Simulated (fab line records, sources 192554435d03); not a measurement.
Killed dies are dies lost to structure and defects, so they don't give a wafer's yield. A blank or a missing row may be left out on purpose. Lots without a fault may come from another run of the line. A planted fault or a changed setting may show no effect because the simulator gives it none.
fab line records | flow n5_finfet
record lots=7 wafers=39
route steps=1938 shown BEOL_M13@1696 BEOL_M14@1762
start_h: hours from the record's first day to the start of the lot's first wafer shown | wait_h: hours since the lot's step before | " the same as in the row above | L1.1+2: a row that stands for several wafers | - no value, or no start given | * or withheld: withheld | < > ~ a bound
route shown NAME@n: a module of which the file shows steps, and the number in the route of the first | usual: mean/standard deviation of fault-free wafers | same: alike in all rows | chamber/n: place in a boat | sites: the reading at each site | _std_site: their standard deviation | _edge_site: outer sites' mean less inner sites' | radius_mm: how far each site lies from the wafer's centre | mask NAME#n: copy n | behind: the tool/chamber that last shaped the wafer | hold: why the lot was held/for how many hours/how that ended | device: the transistor (n, p or np) that didn't switch | end of line: the same wafers' tests at the end of the route | a step without rows: its recipe alone | killed: dies lost to structure and defects at the first sort, not the wafer's yield | map: a wafer's dies, x killed, . not, _ none there
set.NAME: the setting as run; set.NAME@STEP: as run at that earlier step | model.NAME: the simulator's own value behind a step, which no gauge read
lots whose settings were changed on purpose; a table a step, a row a wafer
## steps
# step N5_BEOL_M13_TRENCH_ETCH_34
# recipe chemistry=C4F8/O2/Ar target=SiOC target_depth_a=4134.7 mask_material=SOC pressure_mtorr=30 source_w=3000 bias_w=700 Ar_flow_sccm=400 C4F8_flow_sccm=15 O2_flow_sccm=8 he_inner_torr=15 he_outer_torr=30 time_s=162.6 ion_energy_ev=250
# columns lot.wafer tool chamber start_h wait_h set.time_s model.etch.depth_nm
L077.1 rie_diel-05 2 284.86 0.0 162.6 420.2
L077.2 " 3 " " 123.7 305.8
L077.3 " 0 " " 162.6 408.7
L077.4 " 1 " " 162.6 411.9
L077.5 " 0 " " 123.7 311
L077.6 " 3 " " 123.7 306.8
L079.1 rie_diel-04 0 307.07 0.0 162.6 410
L079.2 " 2 " " 162.6 414.7
L079.3 " 3 " " 162.6 412.1
L079.4 " 1 " " 118.5 301.1
L079.5 " 1 " " 118.5 301.2
L079.6 " 2 " " 118.5 298.8
L082.1 rie_diel-04 0 325.46 0.0 111.9 280.2
L082.2 " 3 " " 162.6 414.5
L082.3 " 2 " " 111.9 283.9
L082.4 " 1 " " 111.9 281.5
L082.5 " 3 " " 162.6 417.2
L082.6 " 2 " " 162.6 409.5
L090.1 rie_diel-02 0 349.47 0.0 162.6 423.4
L090.2 " 2 " " 162.6 406.6
L090.3 " 1 " " 162.6 415.2
L090.4 " 3 " " 162.6 410.1
L090.5 " 2 " " 162.6 409.2
L090.6 " 3 " " 162.6 405.5
L089.1 rie_diel-02 2 356.29 0.0 87.34 218.2
L089.2 " 1 " " 87.34 222.3
L089.3 " 0 " " 87.34 224.1
L089.4 " 3 " " 162.6 401.2
L089.5 " 1 " " 162.6 412.6
L089.6 " 2 " " 162.6 405.3
L091.1 rie_diel-05 2 372.72 0.0 226.5 573.9
L091.2 " 1 " " 226.5 580.8
L091.3 " 0 " " 162.6 418.8
L091.4 " 0 " " 162.6 421.4
L091.5 " 2 " " 162.6 415.7
L091.6 " 1 " " 226.5 575
L093.3 rie_diel-04 2 373.27 0.0 162.6 409.7
L093.4 " 0 " " 162.6 408.1
L093.6 " 1 " " 162.6 406.2
# step N5_BEOL_M13_STRIP_70
# recipe chemistry=C4F8/O2/Ar resist=SiARC rf_frequency_hz=6e+07
# step N5_BEOL_M13_OCD_MEAS_35
# usual trench_depth_nm=412/5.5
# columns lot.wafer tool chamber start_h wait_h set.time_s@BEOL_M13_TRENCH_ETCH_34 trench_depth_nm
L077.1 ocd-01 - 285.03 0.0 162.6 420
L077.2 " - " " 123.7 306
L077.3 " - " " 162.6 409
L077.4 " - " " 162.6 412
L077.5 " - " " 123.7 311
L077.6 " - " " 123.7 307
L079.1 ocd-02 - 307.24 0.0 162.6 410
L079.2 " - " " 162.6 415
L079.3 " - " " 162.6 413
L079.4 " - " " 118.5 301
L079.5 " - " " 118.5 301
L079.6 " - " " 118.5 298
L082.1 ocd-01 - 325.64 0.0 111.9 280
L082.2 " - " " 162.6 415
L082.3 " - " " 111.9 284
L082.4 " - " " 111.9 282
L082.5 " - " " 162.6 418
L082.6 " - " " 162.6 409
L090.1 ocd-02 - 349.64 0.0 162.6 424
L090.2 " - " " 162.6 406
L090.3 " - " " 162.6 416
L090.4 " - " " 162.6 410
L090.5 " - " " 162.6 409
L090.6 " - " " 162.6 406
L089.1 ocd-02 - 356.47 0.0 87.34 218
L089.2 " - " " 87.34 223
L089.3 " - " " 87.34 224
L089.4 " - " " 162.6 401
L089.5 " - " " 162.6 413
L089.6 " - " " 162.6 405
L091.1 ocd-01 - 372.90 0.0 226.5 574
L091.2 " - " " 226.5 581
L091.3 " - " " 162.6 419
L091.4 " - " " 162.6 421
L091.5 " - " " 162.6 416
L091.6 " - " " 226.5 575
L093.3 ocd-01 - 373.45 0.0 162.6 410
L093.4 " - " " 162.6 409
L093.6 " - " " 162.6 406
# step N5_BEOL_M13_STRIP_37
# recipe chemistry=N2/H2 power_w=1000 temp_c=250 h2_frac=0.65 overash_fraction=0.3 pressure_mtorr=withheld n2_flow_sccm=1750 h2_flow_sccm=3250
# step N5_BEOL_M13_ETCH_38
# recipe chemistry=CF4/N2 target=SiCN target_depth_a=675 taper_deg=2 time_s=71.9 ion_energy_ev=150 mask_material=SiO2 pressure_mtorr=40 source_w=430 bias_w=70 Ar_flow_sccm=100 cf4_flow_sccm=60 n2_flow_sccm=60
# step N5_BEOL_M13_ECD_47
# recipe material=Cu target_thk_a=9360
# step N5_BEOL_M13_ANNEAL_48
# recipe temp_c=225 time_s=90 ambient=N2
# step N5_BEOL_M13_CMP_49
# recipe stop_on=SiOC t_overpolish_s=17.1 down_force_psi=1 platen_rpm=50 clearing_platen_down_force_psi=1.5 clearing_platen_rpm=50 post_cmp_clean=cu_alkaline target_thk_nm=420 clearing_platen_pad_velocity_m_s=0.99484 pad_velocity_m_s=0.99484
# columns lot.wafer tool chamber start_h wait_h set.time_s@BEOL_M13_TRENCH_ETCH_34 model.Cu_of_BEOL_M13_ECD_47.thk_nm
L077.3 cmp-02 1 287.08 0.2 162.6 414.2
L077.4 " 2 " " 162.6 418.8
L077.1 " 3 " " 162.6 427.8
L077.2+6 " 0,1 " " 123.7 312.6
L077.5 " 2 " " 123.7 317.8
L079.3 cmp-03 2 312.63 0.2 162.6 418
L079.2 " 3 " " 162.6 421
L079.4 " 0 " " 118.5 307.8
L079.1 " 1 " " 162.6 416
L079.6 " 2 " " 118.5 305.2
L079.5 " 3 " " 118.5 306.2
L082.1 cmp-03 3 328.30 0.3 111.9 287.6
L082.4 " 0 " " 111.9 288.4
L082.3 " 1 " " 111.9 290.6
L082.2 " 2 " " 162.6 421.8
L082.5 " 3 " " 162.6 423
L082.6 " 0 " " 162.6 416
L090.3 cmp-03 1 352.44 0.2 162.6 421
L090.2+6 " 2 " " 162.6 413
L090.4 " 3 " " 162.6 417.4
L090.1 " 0 " " 162.6 431.4
L090.5 " 1 " " 162.6 415.6
L089.4 cmp-03 3 359.86 0.1 162.6 408.8
L089.3 " 0 " " 87.34 232
L089.1 " 1 " " 87.34 224.6
L089.2 " 2 " " 87.34 230.8
L089.5 " 3 " " 162.6 420.4
L089.6 " 0 " " 162.6 412.2
L091.3 cmp-01 1 377.32 0.2 162.6 425.8
L091.1+6 " 2,1 " " 226.5 582
L091.4 " 3 " " 162.6 428.6
L091.2 " 0 " " 226.5 588.6
L091.5 " 2 " " 162.6 423
L093.3 cmp-02 2 377.95 0.2 162.6 413.6
L093.4 " 3 " " 162.6 413.8
L093.6 " 0 " " 162.6 411.2
# step N5_BEOL_M13_THK_MEAS_50
# recipe thk_meas_gauge=xrf reads=Cu_of_BEOL_M13_ECD_47
# usual M13_THK=426/5.9
# columns lot.wafer tool chamber start_h wait_h set.time_s@BEOL_M13_TRENCH_ETCH_34 M13_THK[nm]
L077.1 film_metro-01 - 287.37 - 162.6 436
L077.2 " - " " 123.7 319
L077.3 " - " " 162.6 421
L077.4 " - " " 162.6 426
L077.5 " - " " 123.7 323
L077.6 " - " " 123.7 317
L079.1 film_metro-02 - 312.93 - 162.6 421
L079.2 " - " " 162.6 426
L079.3 " - " " 162.6 424
L079.4 " - " " 118.5 311
L079.5 " - " " 118.5 308
L079.6 " - " " 118.5 307
L082.1 film_metro-02 - 328.59 - 111.9 290
L082.2 " - " " 162.6 427
L082.3 " - " " 111.9 295
L082.4 " - " " 111.9 292
L082.5 " - " " 162.6 429
L082.6 " - " " 162.6 422
L090.1 film_metro-02 - 352.73 - 162.6 440
L090.2 " - " " 162.6 418
L090.3 " - " " 162.6 426
L090.4 " - " " 162.6 423
L090.5 " - " " 162.6 422
L090.6 " - " " 162.6 418
L089.1 film_metro-02 - 360.16 - 87.34 227
L089.2 " - " " 87.34 234
L089.3 " - " " 87.34 235
L089.4 " - " " 162.6 414
L089.5 " - " " 162.6 426
L089.6 " - " " 162.6 418
L091.1 film_metro-02 - 377.61 - 226.5 593
L091.2 " - " " 226.5 602
L091.3 " - " " 162.6 433
L091.4 " - " " 162.6 434
L091.5 " - " " 162.6 431
L091.6 " - " " 226.5 597
L093.3 film_metro-01 - 378.17 - 162.6 418
L093.4 " - " " 162.6 418
L093.6 " - " " 162.6 414
# step N5_BEOL_M13_PRE_CLEAN_52
# recipe gas=NH3 time_s=15 temp_c=withheld rf_power_w=300
# step N5_BEOL_M13_DEP_53
# recipe material=SiCN target_thk_a=500 temp_c=withheld precursor=3MS/NH3 pressure_torr=3 rf_w=675 time_s=17.8
# step N5_BEOL_M13_RS_MEAS_54
# recipe thk_meas_gauge=four-point-probe reads=Cu_of_BEOL_M13_ECD_47+Ta_of_BEOL_M13_SPUTTER_44+TaN_of_BEOL_M13_SPUTTER_43
# usual M13_RS=0.0450/0.0006
# columns lot.wafer tool chamber start_h wait_h set.time_s@BEOL_M13_TRENCH_ETCH_34 M13_RS[ohm/sq]
L077.1 film_metro-01 - 287.50 0.0 162.6 0.0440
L077.2 " - " " 123.7 0.0609
L077.3 " - " " 162.6 0.0455
L077.4 " - " " 162.6 0.0449
L077.5 " - " " 123.7 0.0598
L077.6 " - " " 123.7 0.0610
L079.1 film_metro-02 - 313.09 0.1 162.6 0.0453
L079.2 " - " " 162.6 0.0447
L079.3 " - " " 162.6 0.0451
L079.4 " - " " 118.5 0.0620
L079.5 " - " " 118.5 0.0625
L079.6 " - " " 118.5 0.0624
L082.1 film_metro-01 - 328.75 0.1 111.9 0.0666
L082.2 " - " " 162.6 0.0446
L082.3 " - " " 111.9 0.0658
L082.4 " - " " 111.9 0.0664
L082.5 " - " " 162.6 0.0445
L082.6 " - " " 162.6 0.0453
L090.1 film_metro-01 - 352.86 0.0 162.6 0.0436
L090.2 " - " " 162.6 0.0456
L090.3 " - " " 162.6 0.0448
L090.4 " - " " 162.6 0.0451
L090.5 " - " " 162.6 0.0454
L090.6 " - " " 162.6 0.0456
L089.1 film_metro-01 - 360.28 0.0 87.34 0.0865
L089.2 " - " " 87.34 0.0841
L089.3 " - " " 87.34 0.0834
L089.4 " - " " 162.6 0.0462
L089.5 " - " " 162.6 0.0448
L089.6 " - " " 162.6 0.0457
L091.1 film_metro-01 - 377.74 0.0 226.5 0.0320
L091.2 " - " " 226.5 0.0317
L091.3 " - " " 162.6 0.0442
L091.4 " - " " 162.6 0.0440
L091.5 " - " " 162.6 0.0445
L091.6 " - " " 226.5 0.0321
L093.3 film_metro-02 - 378.30 0.1 162.6 0.0455
L093.4 " - " " 162.6 0.0456
L093.6 " - " " 162.6 0.0458
# step N5_BEOL_M14_SPUTTER_43
# recipe material=TaN target_thk_a=150 temp_c=50 bias_v=168.6 power_w=15000 chamber_pressure_pa=0.12 time_s=24.19
# columns lot.wafer tool chamber start_h wait_h set.target_thk_a model.TaN_of_BEOL_M14_SPUTTER_43.thk_nm
L077.1 pvd_sputter-01 - 290.79 0.0 80.58 7.8
L077.2 " - " " 80.58 8.2
L077.3+5+6 " - " " 150 15
L077.4 " - " " 80.58 8
L079.1 pvd_sputter-02 - 318.45 0.0 192.1 19.4
L079.2 " - " " 150 15
L079.3+5 " - " " 150 15.2
L079.4 " - " " 192.1 19.6
L079.6 " - " " 192.1 19.2
L082.1+2 pvd_sputter-02 - 332.20 0.0 150 15
L082.3+4+6 " - " " 219.9 22
L082.5 " - " " 150 14.8
L090.1+4 pvd_sputter-03 - 355.76 0.0 120.1 12.2
L090.2 " - " " 150 15.2
L090.3+6 " - " " 150 15
L090.5 " - " " 120.1 12
L089.1+3+5+6 pvd_sputter-03 - 363.87 0.0 150 15
L089.2 " - " " 150 14.8
L089.4 " - " " 150 15.2
L091.1+2+3 pvd_sputter-01 - 382.64 0.0 69.56 7
L091.4 " - " " 150 15
L091.5+6 " - " " 150 15.2
L093.3+4+6 pvd_sputter-03 - 383.64 0.0 150 15.2
# step N5_BEOL_M14_SPUTTER_44
# recipe material=Ta target_thk_a=150 temp_c=50 bias_v=80 power_w=15000 chamber_pressure_pa=0.07 time_s=24.19
# step N5_BEOL_M14_SPUTTER_45
# recipe material=Cu target_thk_a=1000 temp_c=-20 bias_v=60 power_w=26000 chamber_pressure_pa=0.13 time_s=16.67
# step N5_BEOL_M14_ECD_47
# recipe material=Cu target_thk_a=12480
# step N5_BEOL_M14_ANNEAL_48
# recipe temp_c=225 time_s=90 ambient=N2
# step N5_BEOL_M14_CMP_49
# recipe stop_on=SiO2 t_overpolish_s=5.2 down_force_psi=2 platen_rpm=80 clearing_platen_down_force_psi=2 clearing_platen_rpm=80 post_cmp_clean=cu_alkaline target_thk_nm=560 clearing_platen_pad_velocity_m_s=1.5917 pad_velocity_m_s=1.5917
# usual barrier_field_endpoint_s=11.46/0.27
# columns lot.wafer tool chamber start_h wait_h set.target_thk_a@BEOL_M14_SPUTTER_43 barrier_field_endpoint_s
L077.4 cmp-03 1 292.27 0.1 80.58 8.88
L077.2 " 2 " " 80.58 8.94
L077.1 " 3 " " 80.58 8.47
L077.3 " 0 " " 150 11.48
L077.6 " 1 " " 150 11.48
L077.5 " 2 " " 150 11.37
L079.4 cmp-04 3 319.22 0.1 192.1 13.30
L079.1 " 0 " " 192.1 12.72
L079.2 " 1 " " 150 11.06
L079.3 " 2 " " 150 11.30
L079.5 " 3 " " 150 11.41
L079.6 " 0 " " 192.1 13.19
L082.3 cmp-01 0 333.19 0.2 219.9 14.17
L082.2 " 1 " " 150 11.49
L082.1 " 2 " " 150 11.18
L082.4 " 3 " " 219.9 13.95
L082.6 " 0 " " 219.9 13.89
L082.5 " 1 " " 150 11.22
L090.4 cmp-04 3 356.52 0.1 120.1 10.32
L090.1 " 0 " " 120.1 10.36
L090.3 " 1 " " 150 11.34
L090.2 " 2 " " 150 11.47
L090.5 " 3 " " 120.1 10.44
L090.6 " 0 " " 150 11.50
L089.1 cmp-01 0 364.65 0.3 150 11.19
L089.3 " 1 " " 150 11.01
L089.4 " 2 " " 150 11.16
L089.2 " 3 " " 150 11.23
L089.5 " 0 " " 150 11.31
L089.6 " 1 " " 150 10.83
L091.2 cmp-01 2 383.42 0.2 69.56 8.50
L091.4 " 3 " " 150 11.91
L091.1 " 0 " " 69.56 8.68
L091.3 " 1 " " 69.56 8.40
L091.5 " 2 " " 150 11.66
L091.6 " 3 " " 150 11.83
L093.3 cmp-04 1 384.41 0.2 150 11.94
L093.4 " 2 " " 150 11.59
L093.6 " 1 " " 150 11.49
## key
split step=N5_BEOL_M13_TRENCH_ETCH_34 setting=time_s stated=162.6 by=wafer
response step=N5_BEOL_M13_TRENCH_ETCH_34 reading=model.etch.depth_nm change=+4.1 per=1% r=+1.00
response step=N5_BEOL_M13_OCD_MEAS_35 reading=trench_depth_nm change=+4.09 per=1% r=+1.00
response step=N5_BEOL_M13_CMP_49 reading=model.Cu_of_BEOL_M13_ECD_47.thk_nm change=+4.1 per=1% r=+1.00
response step=N5_BEOL_M13_THK_MEAS_50 reading=M13_THK change=+4.19 per=1% r=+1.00
response step=N5_BEOL_M13_RS_MEAS_54 reading=M13_RS change=-0.000638 per=1% r=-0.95
split step=N5_BEOL_M14_SPUTTER_43 setting=target_thk_a stated=150 by=wafer
response step=N5_BEOL_M14_SPUTTER_43 reading=model.TaN_of_BEOL_M14_SPUTTER_43.thk_nm change=+0.151 per=1% r=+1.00
response step=N5_BEOL_M14_CMP_49 reading=barrier_field_endpoint_s change=+0.0595 per=1% r=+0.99
